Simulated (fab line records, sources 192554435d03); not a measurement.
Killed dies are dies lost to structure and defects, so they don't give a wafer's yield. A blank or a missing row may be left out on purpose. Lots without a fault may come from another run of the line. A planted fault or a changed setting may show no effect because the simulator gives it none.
Chamber matching | flow n5_finfet | N5_DUMMY_GATE_ETCH_32 on rie_si-05: 4 sister chambers
The step etches SiO2 in CF4, target depth 3.5 nm, time 3.9 s. 16 wafers are shown with their chamber, then 7 later ones without.

WAFERS WITH THEIR CHAMBER
wafer  | chamber | throttle_valve_pct (%) | drypump_motor_current_A (A) | oes_product_au (a.u.)
L075.2 | 0       | 21.83                  | 5.9                         | 1.025
L075.5 | 2       | 21.42                  | 4.7                         | 1.018
L076.2 | 1       | 21.47                  | 5.4                         | 1.025
L076.4 | 0       | 21.85                  | 5.9                         | 1.017
L076.5 | 3       | 21.94                  | 5.4                         | 0.983
L078.1 | 1       | 21.48                  | 5.4                         | 1.024
L078.4 | 1       | 21.47                  | 5.4                         | 1.021
L078.5 | 3       | 21.93                  | 5.4                         | 0.998
L084.1 | 1       | 21.46                  | 5.3                         | 1.016
L084.3 | 3       | 21.94                  | 5.4                         | 0.992
L084.6 | 0       | 21.86                  | 6.0                         | 1.012
L088.2 | 0       | 21.85                  | 5.9                         | 1.015
L088.3 | 1       | 21.47                  | 5.4                         | 1.015
L088.5 | 1       | 21.45                  | 5.4                         | 1.021
L089.1 | 1       | 21.46                  | 5.4                         | 1.018
L089.2 | 3       | 21.94                  | 5.4                         | 0.994

SIGNATURES (means of the wafers above)
reading                 | chamber 0 | chamber 1 | chamber 2 | chamber 3 | scatter within a chamber
throttle_valve_pct      | 21.8475   | 21.4657   | 21.4200   | 21.9375   | 0.00967
drypump_motor_current_A | 5.925     | 5.386     | 4.700     | 5.400     | 0.0366
oes_product_au          | 1.01725   | 1.02000   | 1.01800   | 0.99175   | 0.00501
Rule: a wafer's distance from a chamber is the root of the sum, over the readings, of the square of ((its reading less the chamber's mean) divided by the reading's scatter). The wafer belongs to the nearest chamber; if the next one is less than 2 further off, it can't be placed. The scatter: the root of (the sum of the squares of (reading less its chamber's mean) over the shown wafers, divided by (wafers less chambers)).

WAFERS WITHOUT THEIR CHAMBER
wafer  | throttle_valve_pct (%) | drypump_motor_current_A (A) | oes_product_au (a.u.)
L089.4 | 21.86                  | 5.9                         | 1.024
L092.4 | 21.42                  | 4.7                         | 1.026
L092.5 | 21.93                  | 5.4                         | 0.990
L092.6 | 21.84                  | 5.9                         | 1.017
L094.1 | 21.42                  | 4.7                         | 1.025
L094.2 | 21.93                  | 5.4                         | 1.001
L094.3 | 21.85                  | 5.9                         | 1.013

WHICH CHAMBER EACH WENT THROUGH
wafer  | from the rows above | in truth
L089.4 | 0                   | 0
L092.4 | 2                   | 2
L092.5 | 3                   | 3
L092.6 | 0                   | 0
L094.1 | 2                   | 2
L094.2 | 3                   | 3
L094.3 | 0                   | 0
Placed correctly: 7 of 7. Can't be placed from these rows: 0. Placed wrongly: 0.
